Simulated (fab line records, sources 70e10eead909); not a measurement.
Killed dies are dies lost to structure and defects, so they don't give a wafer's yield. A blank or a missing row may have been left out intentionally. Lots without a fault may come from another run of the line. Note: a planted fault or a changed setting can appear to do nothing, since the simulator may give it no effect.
Which of the tools did it? || flow nandHarc || 39 wafers from 13 lots sampled at 6 of the route's 1159 steps

WHAT THE GAUGES SHOWED, per wafer
NHARC_A_START_INSPECT_01. Usual: rawDefectCount at 4.0, with a standard deviation of 1.9.
{"lot": "L557", "measured": "day 6 20:56", "on": "defectInspect-02", "rawDefectCount": "3 4 5", "flag": ""}
{"lot": "L556", "measured": "day 6 21:34", "on": "defectInspect-02", "rawDefectCount": "2 5 2", "flag": ""}
{"lot": "L559", "measured": "day 7 00:38", "on": "defectInspect-01", "rawDefectCount": "3 4 6", "flag": ""}
{"lot": "L560", "measured": "day 7 10:58", "on": "defectInspect-01", "rawDefectCount": "3 6 10", "flag": ""}
{"lot": "L561", "measured": "day 7 12:02", "on": "defectInspect-01", "rawDefectCount": "4 3 2", "flag": ""}
{"lot": "L562", "measured": "day 8 10:42", "on": "defectInspect-01", "rawDefectCount": "4 4 2", "flag": ""}
{"lot": "L565", "measured": "day 8 19:52", "on": "defectInspect-01", "rawDefectCount": "2 6 6", "flag": ""}
{"lot": "L571", "measured": "day 9 17:51", "on": "defectInspect-02", "rawDefectCount": "3 6 2", "flag": ""}
{"lot": "L569", "measured": "day 9 21:17", "on": "defectInspect-02", "rawDefectCount": "6 2 2", "flag": ""}
{"lot": "L574", "measured": "day 11 00:40", "on": "defectInspect-01", "rawDefectCount": "3 6 4", "flag": ""}
{"lot": "L576", "measured": "day 11 06:53", "on": "defectInspect-02", "rawDefectCount": "5 5 8", "flag": ""}
{"lot": "L578", "measured": "day 11 22:13", "on": "defectInspect-01", "rawDefectCount": "6 4 7", "flag": ""}
{"lot": "L579", "measured": "day 12 05:45", "on": "defectInspect-01", "rawDefectCount": "3 5 4", "flag": ""}

NHARC_A_ONON_D1_THK_MEAS_05: measures by ellipsometry. Usual: thkNm at 1001 nm, with a standard deviation of 8.4.
{"lot": "L557", "measured": "day 7 23:38", "on": "filmMetro-01", "thkNm (nm)": "1000 995 996", "flag": ""}
{"lot": "L556", "measured": "day 7 23:37", "on": "filmMetro-02", "thkNm (nm)": "1006 1007 1007", "flag": ""}
{"lot": "L559", "measured": "day 7 23:41", "on": "filmMetro-02", "thkNm (nm)": "994 992 992", "flag": ""}
{"lot": "L560", "measured": "day 8 11:43", "on": "filmMetro-02", "thkNm (nm)": "984 982 983", "flag": ""}
{"lot": "L561", "measured": "day 8 11:35", "on": "filmMetro-01", "thkNm (nm)": "1002 1001 1002", "flag": ""}
{"lot": "L562", "measured": "day 9 10:02", "on": "filmMetro-01", "thkNm (nm)": "1005 1006 1005", "flag": ""}
{"lot": "L565", "measured": "day 9 20:05", "on": "filmMetro-01", "thkNm (nm)": "1016 1017 1016", "flag": ""}
{"lot": "L571", "measured": "day 10 19:14", "on": "filmMetro-01", "thkNm (nm)": "1566 1566 1565", "flag": "OFF"}
{"lot": "L569", "measured": "day 10 19:36", "on": "filmMetro-01", "thkNm (nm)": "1567 1566 1565", "flag": "OFF"}
{"lot": "L574", "measured": "day 12 03:14", "on": "filmMetro-02", "thkNm (nm)": "1000 1000 999", "flag": ""}
{"lot": "L576", "measured": "day 12 03:17", "on": "filmMetro-02", "thkNm (nm)": "1010 1009 1009", "flag": ""}
{"lot": "L578", "measured": "day 12 20:10", "on": "filmMetro-01", "thkNm (nm)": "1003 1001 998", "flag": ""}
{"lot": "L579", "measured": "day 13 07:13", "on": "filmMetro-01", "thkNm (nm)": "1001 1001 1000", "flag": ""}

NHARC_END_SORT_01. Usual: killedAtArray 25, standard deviation 9.2; killedAtOther 0.9, standard deviation 1.3; killedAtPeriphery 3.3, standard deviation 2.3; killedDies 29, standard deviation 9.6; killedOpen 3.2, standard deviation 1.8; killedShort 2, standard deviation 1.4.
{"lot": "L571", "measured": "day 23 03:07", "on": "prober-01", "killedAtArray": "669 672 669", "killedAtOther": "4 1 4", "killedAtPeriphery": "4 4 4", "killedDies": "677 677 677", "killedOpen": "9 2 4", "killedShort": "1 2 2", "flag": "OFF"}
{"lot": "L569", "measured": "day 22 10:40", "on": "prober-01", "killedAtArray": "674 676 676", "killedAtOther": "0 0 0", "killedAtPeriphery": "3 1 1", "killedDies": "677 677 677", "killedOpen": "6 3 3", "killedShort": "2 3 0", "flag": "OFF"}

EACH LOT AND THE TOOL THAT RAN IT (in order: tool; ch and the chambers of the sampled wafers; start)
{"lot": "L557", "NHARC_P_BONDPAD_PVD_17": "pvdSputter-03, day 6 20:56 or earlier", "NHARC_A_ZERO_WELL_RTA_16": "rtpAnneal-02 ch 0, day 7 00:22", "NHARC_A_ONON_D1_DEP_03": "pecvdOnon-04 ch 0, day 7 23:08"}
{"lot": "L556", "NHARC_P_BONDPAD_PVD_17": "pvdSputter-03, day 6 21:34 or earlier", "NHARC_A_ZERO_WELL_RTA_16": "rtpAnneal-01 ch 0, day 7 00:34", "NHARC_A_ONON_D1_DEP_03": "pecvdOnon-03 ch 0, day 7 23:07"}
{"lot": "L559", "NHARC_P_BONDPAD_PVD_17": "pvdSputter-03, day 7 00:38 or earlier", "NHARC_A_ZERO_WELL_RTA_16": "rtpAnneal-01 ch 0, day 7 02:37", "NHARC_A_ONON_D1_DEP_03": "pecvdOnon-01 ch 0, day 7 23:10"}
{"lot": "L560", "NHARC_P_BONDPAD_PVD_17": "pvdSputter-02, day 7 10:58 or earlier", "NHARC_A_ZERO_WELL_RTA_16": "rtpAnneal-02 ch 0, day 7 13:19", "NHARC_A_ONON_D1_DEP_03": "pecvdOnon-01 ch 0, day 8 11:12"}
{"lot": "L561", "NHARC_P_BONDPAD_PVD_17": "pvdSputter-01, day 7 12:02 or earlier", "NHARC_A_ZERO_WELL_RTA_16": "rtpAnneal-01 ch 0, day 7 14:08", "NHARC_A_ONON_D1_DEP_03": "pecvdOnon-04 ch 0, day 8 11:04"}
{"lot": "L562", "NHARC_P_BONDPAD_PVD_17": "pvdSputter-02, day 8 10:42 or earlier", "NHARC_A_ZERO_WELL_RTA_16": "rtpAnneal-02 ch 0, day 8 12:49", "NHARC_A_ONON_D1_DEP_03": "pecvdOnon-04 ch 0, day 9 09:32"}
{"lot": "L565", "NHARC_P_BONDPAD_PVD_17": "pvdSputter-03, day 8 19:52 or earlier", "NHARC_A_ZERO_WELL_RTA_16": "rtpAnneal-02 ch 0, day 8 22:02", "NHARC_A_ONON_D1_DEP_03": "pecvdOnon-03 ch 0, day 9 19:34"}
{"lot": "L571", "NHARC_P_BONDPAD_PVD_17": "pvdSputter-03, day 9 17:51 or earlier", "NHARC_A_ZERO_WELL_RTA_16": "rtpAnneal-01 ch 0, day 9 20:01", "NHARC_A_ONON_D1_DEP_03": "pecvdOnon-04 ch 0, day 10 18:50"}
{"lot": "L569", "NHARC_P_BONDPAD_PVD_17": "pvdSputter-01, day 9 21:17 or earlier", "NHARC_A_ZERO_WELL_RTA_16": "rtpAnneal-02 ch 0, day 9 23:31", "NHARC_A_ONON_D1_DEP_03": "pecvdOnon-04 ch 0, day 10 19:16"}
{"lot": "L574", "NHARC_P_BONDPAD_PVD_17": "pvdSputter-01, day 11 00:40 or earlier", "NHARC_A_ZERO_WELL_RTA_16": "rtpAnneal-01 ch 0, day 11 02:50", "NHARC_A_ONON_D1_DEP_03": "pecvdOnon-03 ch 0, day 12 02:47"}
{"lot": "L576", "NHARC_P_BONDPAD_PVD_17": "pvdSputter-01, day 11 06:53 or earlier", "NHARC_A_ZERO_WELL_RTA_16": "rtpAnneal-02 ch 0, day 11 09:02", "NHARC_A_ONON_D1_DEP_03": "pecvdOnon-01 ch 0, day 12 02:50"}
{"lot": "L578", "NHARC_P_BONDPAD_PVD_17": "pvdSputter-02, day 11 22:13 or earlier", "NHARC_A_ZERO_WELL_RTA_16": "rtpAnneal-02 ch 0, day 12 00:17", "NHARC_A_ONON_D1_DEP_03": "pecvdOnon-03 ch 0, day 12 19:49"}
{"lot": "L579", "NHARC_P_BONDPAD_PVD_17": "pvdSputter-01, day 12 05:45 or earlier", "NHARC_A_ZERO_WELL_RTA_16": "rtpAnneal-01 ch 0, day 12 07:53", "NHARC_A_ONON_D1_DEP_03": "pecvdOnon-01 ch 0, day 13 06:42"}
- NHARC_P_BONDPAD_PVD_17: deposits TaN, target thk 5 nm, time 8.06 s.
- NHARC_A_ZERO_WELL_RTA_16: time 10 s.
- NHARC_A_ONON_D1_DEP_03: target thk 1000 nm.

AS READ BY THE TOOLS THEMSELVES (means over the sampled wafers that have a number; for cases with no such wafer, the mark the record gives instead)
NHARC_P_BONDPAD_PVD_17. Usual: substrateTempC 50.00 C, standard deviation 0.13; throttleValvePct 30.3 %, standard deviation 1.
{"lot": "L557", "tool": "pvdSputter-03", "substrateTempC (C)": 49.97, "throttleValvePct (%)": 29.9, "flag": ""}
{"lot": "L556", "tool": "pvdSputter-03", "substrateTempC (C)": 49.98, "throttleValvePct (%)": 30.9, "flag": ""}
{"lot": "L559", "tool": "pvdSputter-03", "substrateTempC (C)": 50.07, "throttleValvePct (%)": 30.1, "flag": ""}
{"lot": "L560", "tool": "pvdSputter-02", "substrateTempC (C)": 49.96, "throttleValvePct (%)": 29.4, "flag": ""}
{"lot": "L561", "tool": "pvdSputter-01", "substrateTempC (C)": 49.97, "throttleValvePct (%)": 30.5, "flag": ""}
{"lot": "L562", "tool": "pvdSputter-02", "substrateTempC (C)": 49.83, "throttleValvePct (%)": 30.1, "flag": ""}
{"lot": "L565", "tool": "pvdSputter-03", "substrateTempC (C)": 50.01, "throttleValvePct (%)": 30.0, "flag": ""}
{"lot": "L571", "tool": "pvdSputter-03", "substrateTempC (C)": 49.90, "throttleValvePct (%)": 29.8, "flag": ""}
{"lot": "L569", "tool": "pvdSputter-01", "substrateTempC (C)": 50.08, "throttleValvePct (%)": 29.5, "flag": ""}
{"lot": "L574", "tool": "pvdSputter-01", "substrateTempC (C)": 49.84, "throttleValvePct (%)": 30.2, "flag": ""}
{"lot": "L576", "tool": "pvdSputter-01", "substrateTempC (C)": 50.06, "throttleValvePct (%)": 30.2, "flag": ""}
{"lot": "L578", "tool": "pvdSputter-02", "substrateTempC (C)": 50.00, "throttleValvePct (%)": 30.3, "flag": ""}
{"lot": "L579", "tool": "pvdSputter-01", "substrateTempC (C)": 49.91, "throttleValvePct (%)": 30.2, "flag": ""}

NHARC_A_ZERO_WELL_RTA_16. Usual: lampPowerPct 28.84 %, standard deviation 0.18; lamp_zone_1_pct 28.84 %, standard deviation 0.18; lamp_zone_2_pct 28.84 %, standard deviation 0.18; lamp_zone_5_pct 28.84 %, standard deviation 0.18; wafer_temp_C_max 1005.6, standard deviation 1.4.
{"lot": "L557", "tool": "rtpAnneal-02", "lampPowerPct (%)": 28.68, "lamp_zone_1_pct (%)": 28.67, "lamp_zone_2_pct (%)": 28.71, "lamp_zone_5_pct (%)": 28.67, "wafer_temp_C_max": 1007.3, "flag": ""}
{"lot": "L556", "tool": "rtpAnneal-01", "lampPowerPct (%)": 29.04, "lamp_zone_1_pct (%)": 29.04, "lamp_zone_2_pct (%)": 29.10, "lamp_zone_5_pct (%)": 29.06, "wafer_temp_C_max": 1004.2, "flag": ""}
{"lot": "L559", "tool": "rtpAnneal-01", "lampPowerPct (%)": 29.06, "lamp_zone_1_pct (%)": 29.03, "lamp_zone_2_pct (%)": 29.04, "lamp_zone_5_pct (%)": 29.04, "wafer_temp_C_max": 1004.5, "flag": ""}
{"lot": "L560", "tool": "rtpAnneal-02", "lampPowerPct (%)": 28.72, "lamp_zone_1_pct (%)": 28.73, "lamp_zone_2_pct (%)": 28.69, "lamp_zone_5_pct (%)": 28.67, "wafer_temp_C_max": 1006.1, "flag": ""}
{"lot": "L561", "tool": "rtpAnneal-01", "lampPowerPct (%)": 29.06, "lamp_zone_1_pct (%)": 29.05, "lamp_zone_2_pct (%)": 29.06, "lamp_zone_5_pct (%)": 29.06, "wafer_temp_C_max": 1004.7, "flag": ""}
{"lot": "L562", "tool": "rtpAnneal-02", "lampPowerPct (%)": 28.70, "lamp_zone_1_pct (%)": 28.71, "lamp_zone_2_pct (%)": 28.69, "lamp_zone_5_pct (%)": 28.68, "wafer_temp_C_max": 1006.4, "flag": ""}
{"lot": "L565", "tool": "rtpAnneal-02", "lampPowerPct (%)": 28.67, "lamp_zone_1_pct (%)": 28.62, "lamp_zone_2_pct (%)": 28.63, "lamp_zone_5_pct (%)": 28.62, "wafer_temp_C_max": 1007.5, "flag": ""}
{"lot": "L571", "tool": "rtpAnneal-01", "lampPowerPct (%)": 29.03, "lamp_zone_1_pct (%)": 29.07, "lamp_zone_2_pct (%)": 29.06, "lamp_zone_5_pct (%)": 29.06, "wafer_temp_C_max": 1004.5, "flag": ""}
{"lot": "L569", "tool": "rtpAnneal-02", "lampPowerPct (%)": 28.66, "lamp_zone_1_pct (%)": 28.68, "lamp_zone_2_pct (%)": 28.69, "lamp_zone_5_pct (%)": 28.69, "wafer_temp_C_max": 1006.0, "flag": ""}
{"lot": "L574", "tool": "rtpAnneal-01", "lampPowerPct (%)": 29.07, "lamp_zone_1_pct (%)": 29.04, "lamp_zone_2_pct (%)": 29.05, "lamp_zone_5_pct (%)": 29.06, "wafer_temp_C_max": 1003.9, "flag": ""}
{"lot": "L576", "tool": "rtpAnneal-02", "lampPowerPct (%)": 28.72, "lamp_zone_1_pct (%)": 28.73, "lamp_zone_2_pct (%)": 28.68, "lamp_zone_5_pct (%)": 28.71, "wafer_temp_C_max": 1006.3, "flag": ""}
{"lot": "L578", "tool": "rtpAnneal-02", "lampPowerPct (%)": 28.69, "lamp_zone_1_pct (%)": 28.69, "lamp_zone_2_pct (%)": 28.70, "lamp_zone_5_pct (%)": 28.70, "wafer_temp_C_max": 1005.9, "flag": ""}
{"lot": "L579", "tool": "rtpAnneal-01", "lampPowerPct (%)": 29.05, "lamp_zone_1_pct (%)": 29.06, "lamp_zone_2_pct (%)": 29.05, "lamp_zone_5_pct (%)": 29.04, "wafer_temp_C_max": 1005.0, "flag": ""}

THE ANSWER, worked out from the rows above alone
Rule: lot off if the mean of its wafers having a number is beyond 3 standard deviations from the usual mean. A lot without any number at a reading at which 4 lots or more have one is off too. Any other lot the step has rows for is counted as sound. The gauges are gone through in route order, then the tools' own readings, and for those a lot's mean is taken as printed above. At the first step where some lot is off, the reading lying furthest off is the one used; lots without a number count as furthest.
Off: L571, L569, at NHARC_A_ONON_D1_THK_MEAS_05 (thkNm).
A tool fits if, at a process step before that reading, it ran every lot that is off, and no sound lot after the first of them. Not tried: the gauges at NHARC_A_ONON_D1_THK_MEAS_05; whatever is off there is also off at NHARC_END_SORT_01, on other tools, and gauge error can't account for it. With no start given for some of its lots, NHARC_P_BONDPAD_PVD_17 uses the hours and lot order of NHARC_A_START_INSPECT_01. One candidate fits, namely pecvdOnon-04 at NHARC_A_ONON_D1_DEP_03. A fault onset in the window from L562 (day 9 09:32, its last sound lot) to L571 (day 10 18:50, its first lot off) fits.

WHAT THE SIMULATOR HAD INSERTED
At NHARC_A_ONON_D1_DEP_03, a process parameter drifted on pecvdOnon-04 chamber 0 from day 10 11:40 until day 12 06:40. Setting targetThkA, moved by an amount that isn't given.
Shown lots that were struck: L571, L569. Same finding as the rule above.
